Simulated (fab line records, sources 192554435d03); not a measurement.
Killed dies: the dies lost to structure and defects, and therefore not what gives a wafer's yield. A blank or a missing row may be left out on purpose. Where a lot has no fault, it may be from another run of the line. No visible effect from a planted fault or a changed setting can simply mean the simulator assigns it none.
Chamber matching :: flow n5Finfet :: N5_GATE_CUT_CMP_61 on cmp-04: 4 sister chambers
The step polishes, stops on SiNx, t overpolish 3 s. 4 wafers are shown with their chamber, then 9 later ones without.

## WAFERS PAIRED WITH THEIR CHAMBERS
wafer: L088.1
chamber: 2
motorCurrentA (A): 11.9

wafer: L090.4
chamber: 3
motorCurrentA (A): 11.5

wafer: L091.2
chamber: 1
motorCurrentA (A): 10.9

wafer: L091.6
chamber: 0
motorCurrentA (A): 10.6

## WAFERS MISSING THEIR CHAMBER
wafer: L093.1
motorCurrentA (A): 10.8

wafer: L093.2
motorCurrentA (A): 11.4

wafer: L093.6
motorCurrentA (A): 11.1

wafer: L094.1
motorCurrentA (A): 11.0

wafer: L094.2
motorCurrentA (A): 11.3

wafer: L094.6
motorCurrentA (A): 10.8

wafer: L095.2
motorCurrentA (A): 10.4

wafer: L095.3
motorCurrentA (A): 12.1

wafer: L095.6
motorCurrentA (A): 11.6

## CHAMBER TAKEN BY EACH
wafer: L093.1
from the rows above: can't be placed: 1 or 0
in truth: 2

wafer: L093.2
from the rows above: 3
in truth: 3

wafer: L093.6
from the rows above: can't be placed: 1 or 3 or 0
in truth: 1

wafer: L094.1
from the rows above: can't be placed: 1 or 0
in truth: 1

wafer: L094.2
from the rows above: can't be placed: 3 or 1
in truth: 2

wafer: L094.6
from the rows above: can't be placed: 1 or 0
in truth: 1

wafer: L095.2
from the rows above: can't be placed: 0 or 1
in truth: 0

wafer: L095.3
from the rows above: 2
in truth: 2

wafer: L095.6
from the rows above: can't be placed: 3 or 2
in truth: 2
Placed correctly: 2 of 9. From these rows, 7 cannot be placed; in 5 the true chamber is one of the candidates. 0 placed wrongly.
How it was worked out, from the rows above alone: a wafer's distance from a chamber is the root of the sum, over the readings, of the square of ((its reading less the chamber's mean) divided by the reading's scatter). The wafer belongs to the nearest chamber; if the next one is less than 2 further off, it can't be placed. The mean given for a chamber averages the wafers shown for that chamber. The scatter: with one shown wafer a chamber, the root of the mean of the squares of how far each hidden wafer lies from its nearest shown one.
